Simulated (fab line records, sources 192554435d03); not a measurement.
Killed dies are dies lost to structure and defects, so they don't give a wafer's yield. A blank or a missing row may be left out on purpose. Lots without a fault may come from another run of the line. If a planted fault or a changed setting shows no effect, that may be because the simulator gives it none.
A lot that was struck, set against a sound lot    flow n5Finfet    22 out of 1938 route steps
Sound: wafers L482.1, L482.4, L482.6. Struck: wafer L493.4; the same lot's L493.5 was not struck, so it is left out; see the end for the cause.
Per side, at each step with rows, come the tool, then ch with its chambers, and then its first start. Under that, the readings that differ: sound wafers    struck wafers    difference of the means    sigmas: that difference in standard deviations of wafers without a fault.
alike: readings with means less than 2 such deviations apart, plus words and numbers identical on both sides. not compared: withheld readings, readings lacking a value on some wafer, bounds such as >300 that could conceal the same value, and numbers that have no deviation in the record and whose values overlap.
Wherever a step has rows on one side only, a row that says differs or no value, or a row with sigmas, the two part there. When numbers do not overlap yet have no deviation, they are printed without sigmas and do not part them. A reading missing from all wafers of one side parts the sides only when that side holds two or more wafers.

first, 3 steps without rows for these wafers: N5_PMOS_HMC_CHANNEL_EPI_EXPOSE_06 (exposes mask PMOS HMC BLK, target cd 240 nm); N5_PMOS_HMC_CHANNEL_EPI_PEB_07 (peb time 60 s); N5_PMOS_HMC_CHANNEL_EPI_DEVELOP_08 (develop time 30 s).
N5_PMOS_HMC_CHANNEL_EPI_CD_MEAS_09: the cd target is 237.4 nm.
  sound on cdSem-02 ch 0, day 3 23:25; struck on cdSem-01 ch 0, day 6 17:22
  alike: cdNm
N5_PMOS_HMC_CHANNEL_EPI_OVL_MEAS_10:
  sound on overlay-02 ch 0, day 3 23:26; struck on overlay-02 ch 0, day 6 17:23
  alike: PMOS_HMC_BLK_OVL
N5_PMOS_HMC_CHANNEL_EPI_INSPECT_11: inspects for defects (macro).
  sound on defectInspect-01 at day 3 23:28; struck on defectInspect-02 at day 6 17:25
  alike: rawDefectCount
then, 1 step without rows for these wafers: N5_PMOS_HMC_CHANNEL_EPI_DESCUM_14 (chemistry O2, time 7.9 s).
N5_PMOS_HMC_CHANNEL_EPI_ETCH_32: etches BARC in N2/H2, stops on SiO2, target depth 85.8 nm, time 50.3 s.
  sound on rieDiel-03 ch 1,2,3, day 3 23:32; struck on rieDiel-03 ch 0, day 6 17:29
  alike: drypumpMotorCurrentA, oesProductAu, rfFwdPowerW, rfVppV, showerheadPlenumPTorr, throttleValvePct
  not compared: rfHoursCounterH
N5_PMOS_HMC_CHANNEL_EPI_HM_OPEN_15: chemistry CHF3/O2, target SiO2, target depth 40.6 nm, time 20.3 s.
  sound on rieDiel-03 ch 1,2,3, day 3 23:35; struck on rieDiel-03 ch 0, day 6 17:31
  alike: drypumpMotorCurrentA, mfcArSccm, oes_ar_750_au, oesProductAu, rfFwdPowerW, rfVppV, showerheadPlenumPTorr, throttleValvePct
  not compared: rfHoursCounterH
N5_PMOS_HMC_CHANNEL_EPI_STRIP_33: strips in N2/H2.
  sound on rieDiel-03 ch 1,2,3, day 3 23:38; struck on rieDiel-03 ch 0, day 6 17:35
reading     sound           struck  difference  sigmas
rfVppV (V)  55.4 55.7 53.1  51.2    -3.5        -2
  alike: drypumpMotorCurrentA, oesProductAu, showerheadPlenumPTorr, throttleValvePct
  not compared: rfHoursCounterH
then, 1 step without rows for these wafers: N5_PMOS_HMC_CHANNEL_EPI_STRIP_17 (strips in SPM, time 750 s).
N5_PMOS_HMC_CHANNEL_EPI_ETCH_38: etches SiO2 in CF4, target depth 1.5 nm.
  sound on rieSi-01 ch 0,1,3, day 3 23:56; struck on rieSi-05 ch 2, day 6 17:53
  alike: drypumpMotorCurrentA, oesProductAu, rfFwdPowerW, throttleValvePct
  not compared: rfHoursCounterH
N5_PMOS_HMC_CHANNEL_EPI_FIN_RECESS_16: chemistry HBr/Cl2, target Si, target depth 54 nm, time 18 s.
  sound on rieSi-01 ch 0,1,3, day 3 23:58; struck on rieSi-05 ch 2, day 6 17:54
reading                                         sound              struck  difference  sigmas
model.PMOS_HMC_CHANNEL_EPI.featureDepthNm (nm)  53.89 52.44 54.06  59.77   +6.31       
model.etch.depthNm (nm)                         53.89 52.44 54.06  59.77   +6.31       
  alike: drypumpMotorCurrentA, oesProductAu, rfFwdPowerW, throttleValvePct
  not compared: rfHoursCounterH
then, 6 steps without rows for these wafers: N5_PMOS_HMC_CHANNEL_EPI_PRECLEAN_36 (cleans in O3/DIW, time 45 s); N5_PMOS_HMC_CHANNEL_EPI_PRECLEAN_18 (cleans in DHF, time 30 s); N5_PMOS_HMC_CHANNEL_EPI_SRD_19 (time 30 s); N5_PMOS_HMC_CHANNEL_EPI_EPI_20 (deposits SiGe30, target thk 59 nm); N5_PMOS_HMC_CHANNEL_EPI_HM_STRIP_35 (strips SiO2 in dHF, material SiO2, target depth 39.6 nm, time 216 s); N5_PMOS_HMC_CHANNEL_EPI_SRD_39 (time 30 s).
N5_PMOS_HMC_CHANNEL_EPI_CMP_21: polishes SiGe30, target thk 54 nm.
  sound on cmp-03 ch 0,2,3, day 4 01:32; struck on cmp-01 ch 0, day 6 19:50
  alike: motorCurrentA
N5_PMOS_HMC_CHANNEL_EPI_THK_MEAS_22:
  sound on filmMetro-01 at day 4 01:46; struck on filmMetro-01 at day 6 20:06
reading           sound           struck  difference  sigmas
HMC_CMP_THK (nm)  53.8 52.3 54.0  58.5    +5.1        +6
then, 1 step without rows for these wafers: N5_PMOS_HMC_CHANNEL_EPI_PRECLEAN_40 (cleans in DHF, time 30 s).

== WHERE THEY PART ==
At N5_PMOS_HMC_CHANNEL_EPI_STRIP_33 first; at N5_PMOS_HMC_CHANNEL_EPI_THK_MEAS_22 last (within this record only).

WHY: whatever the simulator had introduced
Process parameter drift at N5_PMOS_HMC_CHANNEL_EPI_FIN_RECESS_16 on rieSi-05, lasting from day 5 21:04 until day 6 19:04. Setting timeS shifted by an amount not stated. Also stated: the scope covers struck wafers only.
